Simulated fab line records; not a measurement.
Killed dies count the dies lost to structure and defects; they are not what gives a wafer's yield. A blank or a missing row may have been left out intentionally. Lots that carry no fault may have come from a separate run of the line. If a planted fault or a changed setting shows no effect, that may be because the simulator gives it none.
Which of the tools did it? -- flow nand harc -- Sampling: 13 lots, 39 wafers, 5 of 1159 route steps

== WHAT THE GAUGES SHOWED, per wafer ==
NHARC_END_SORT_01.
lot,measured,on,killed at array,killed at other,killed at periphery,killed dies,killed open,killed short
L821,day 23 01:47,prober-01,672 675 670,4 0 2,1 2 5,677 677 677,1 2 2,1 0 1
L823,day 22 07:11,prober-02,673 674 676,1 3 0,3 0 1,677 677 677,3 8 4,5 4 0

== WHAT TOOL EACH LOT RAN ON (gives the tool, then ch and the chambers of the sampled wafers, and finally the start) ==
lot,NHARC_A_CHANNEL_FILL_D1_ALD_15,NHARC_A_CHANNEL_FILL_D1_ETCHBACK_19,NHARC_A_CHANNEL_FILL_D1_CMP_10,NHARC_A_STAIRCASE_DEP_156
L811,"ald sin batch-03 ch 0, day 9 23:43 or earlier","rie si-06 ch 0,1,2, day 9 23:43","cmp-01 ch 0,1,3, day 10 22:51","pecvd-04 ch 0,1, day 10 23:31"
L813,"ald sin batch-02 ch 0, day 10 04:57 or earlier","rie si-06 ch 0,1,2, day 10 04:57","cmp-01 ch 0,1,3, day 11 04:20","pecvd-02 ch 0,1,2, day 11 05:17"
L814,"ald sin batch-02 ch 0, day 10 04:57 or earlier","rie si-05 ch 0,3, day 10 04:57","cmp-02 ch 1,2,3, day 11 06:59","pecvd-02 ch 1,2, day 11 07:56"
L817,"ald sin batch-02 ch 0, day 11 15:13 or earlier","rie si-05 ch 0,1, day 11 15:13","cmp-02 ch 0,1,2, day 12 14:29","pecvd-01 ch 1,2, day 12 15:08"
L818,"ald sin batch-02 ch 0, day 11 15:14 or earlier","rie si-03 ch 0,2,3, day 11 15:14","cmp-04 ch 0,1,3, day 12 14:31","pecvd-02 ch 0,1, day 12 15:08"
L819,"ald sin batch-02 ch 0, day 11 20:32 or earlier","rie si-05 ch 1,3, day 11 20:32","cmp-02 ch 1,2,3, day 12 19:55","pecvd-02 ch 1,2, day 12 20:35"
L821,"ald sin batch-01 ch 0, day 12 17:27 or earlier","rie si-05 ch 0,1, day 12 17:27","cmp-04 ch 0,1,3, day 13 21:31",-
L823,"ald sin batch-01 ch 0, day 12 17:26 or earlier","rie si-03 ch 2,3, day 12 17:26","cmp-01 ch 0,1,3, day 13 17:05",-
L824,"ald sin batch-01 ch 0, day 13 07:06 or earlier","rie si-03 ch 0,2,3, day 13 07:06","cmp-04 ch 1,2,3, day 14 06:14","pecvd-02 ch 0,1,2, day 14 06:55"
L830,"ald sin batch-01 ch 0, day 14 03:01 or earlier","rie si-05 ch 0,1,3, day 14 03:01","cmp-04 ch 0,1,3, day 15 02:37","pecvd-04 ch 0,1,2, day 15 03:31"
L831,"ald sin batch-03 ch 0, day 13 23:34","rie si-06 ch 0,1,3, day 14 16:47","cmp-04 ch 0,1,3, day 15 16:11","pecvd-01 ch 0,1,2, day 15 16:52"
L832,"ald sin batch-03 ch 0, day 13 23:34","rie si-05 ch 0,1,2, day 14 16:48","cmp-02 ch 1,3, day 15 16:11","pecvd-04 ch 0,1,2, day 15 17:05"
L833,"ald sin batch-01 ch 0, day 15 15:36 or earlier","rie si-06 ch 0,1,2, day 15 15:36","cmp-04 ch 0,2,3, day 16 14:45","pecvd-04 ch 0,1,2, day 16 15:25"
- NHARC_A_CHANNEL_FILL_D1_ALD_15: deposits SiNx, target thk 2 nm, pulse time 60 s, ald cycles 19.
- NHARC_A_CHANNEL_FILL_D1_ETCHBACK_19: etches the open film in HBr/Cl2, target depth 5 nm, time 1.7 s.
- NHARC_A_CHANNEL_FILL_D1_CMP_10: polishes, target thk 150 nm.
- NHARC_A_STAIRCASE_DEP_156: deposits SiNx, target thk 50 nm.

== AS READ BY THE TOOLS THEMSELVES (means over the sampled wafers that have a number; for cases with no such wafer, the mark the record gives instead) ==
NHARC_A_CHANNEL_FILL_D1_ALD_15.
lot,tool,precursor pulse height rel
L811,ald sin batch-03,0.995
L813,ald sin batch-02,1.024
L814,ald sin batch-02,1.015
L817,ald sin batch-02,0.991
L818,ald sin batch-02,0.996
L819,ald sin batch-02,1.001
L821,ald sin batch-01,1.006
L823,ald sin batch-01,0.997
L824,ald sin batch-01,1.022
L830,ald sin batch-01,1.006
L831,ald sin batch-03,1.008
L832,ald sin batch-03,1.009
L833,ald sin batch-01,0.997

NHARC_A_CHANNEL_FILL_D1_ETCHBACK_19.
lot,tool,drypump motor current A (A),oes product au (a.u.),throttle valve pct (%)
L811,rie si-06,5.9,1.002,26.408
L813,rie si-06,5.9,1.009,26.397
L814,rie si-05,5.5,1.003,26.409
L817,rie si-05,5.5,1.000,26.400
L818,rie si-03,5.7,1.010,26.404
L819,rie si-05,5.4,1.003,26.407
L821,rie si-05,5.5,0.999,26.400
L823,rie si-03,6.1,1.006,26.406
L824,rie si-03,5.8,0.998,26.394
L830,rie si-05,5.5,0.992,26.402
L831,rie si-06,5.8,1.000,26.412
L832,rie si-05,5.5,0.991,26.406
L833,rie si-06,5.9,0.997,26.406

NHARC_A_CHANNEL_FILL_D1_CMP_10.
lot,tool,edge zone pressure frac,motor current A (A),time to endpoint s (s)
L811,cmp-01,1.002,12.1,16.0
L813,cmp-01,0.994,12.2,17.8
L814,cmp-02,0.999,12.9,14.4
L817,cmp-02,0.995,12.6,16.2
L818,cmp-04,0.997,11.1,18.0
L819,cmp-02,1.004,13.1,15.0
L821,cmp-04,-,-,-
L823,cmp-01,-,-,-
L824,cmp-04,1.001,10.2,17.1
L830,cmp-04,0.991,11.0,16.8
L831,cmp-04,0.998,11.2,15.5
L832,cmp-02,1.003,12.0,12.4
L833,cmp-04,0.999,11.2,16.8

NHARC_A_STAIRCASE_DEP_156.
lot,tool,heater power outer w (W),heater power w (W)
L811,pecvd-04,443,743
L813,pecvd-02,448,772
L814,pecvd-02,507,823
L817,pecvd-01,473,763
L818,pecvd-02,424,768
L819,pecvd-02,503,826
L824,pecvd-02,468,810
L830,pecvd-04,422,700
L831,pecvd-01,438,741
L832,pecvd-04,427,706
L833,pecvd-04,421,689

== THE ANSWER, worked out from the rows above alone ==
Rule: the lots themselves supply what counts as usual. Put in order of their means at a reading, lots are off if they are a third of the lots or fewer, leave a main group of 4 or more, and stand apart from it by a gap of 3 or more times the standard deviation of the main group's means; of several such gaps the widest counts. If all means in a main group match to the digits the tables above print for the reading, that group is not used. A lot without any number at a reading at which 4 lots or more have one is off too. Where the step has rows for the other lots, those lots are counted as sound. The gauges are gone through in route order, then the tools' own readings, and for those a lot's mean is taken as printed above. The first step at which some lot is off is used, and at that step the reading that is off furthest; a lot without a number counts as furthest.
Off: L821, L823, at NHARC_A_CHANNEL_FILL_D1_CMP_10 (edge zone pressure frac). Without a number there: L821, L823. For the main group the mean is 0.998 and the standard deviation 0.0038.
A tool fits if, at that step or a process step before it, it ran every lot that is off, and no sound lot after the first of them. NHARC_A_CHANNEL_FILL_D1_ALD_15 gives no start for some lots, so the hours and the order of its lots are those of NHARC_A_CHANNEL_FILL_D1_ETCHBACK_19. Not one of the candidates tried fits.

== WHAT THE SIMULATOR PUT IN ==
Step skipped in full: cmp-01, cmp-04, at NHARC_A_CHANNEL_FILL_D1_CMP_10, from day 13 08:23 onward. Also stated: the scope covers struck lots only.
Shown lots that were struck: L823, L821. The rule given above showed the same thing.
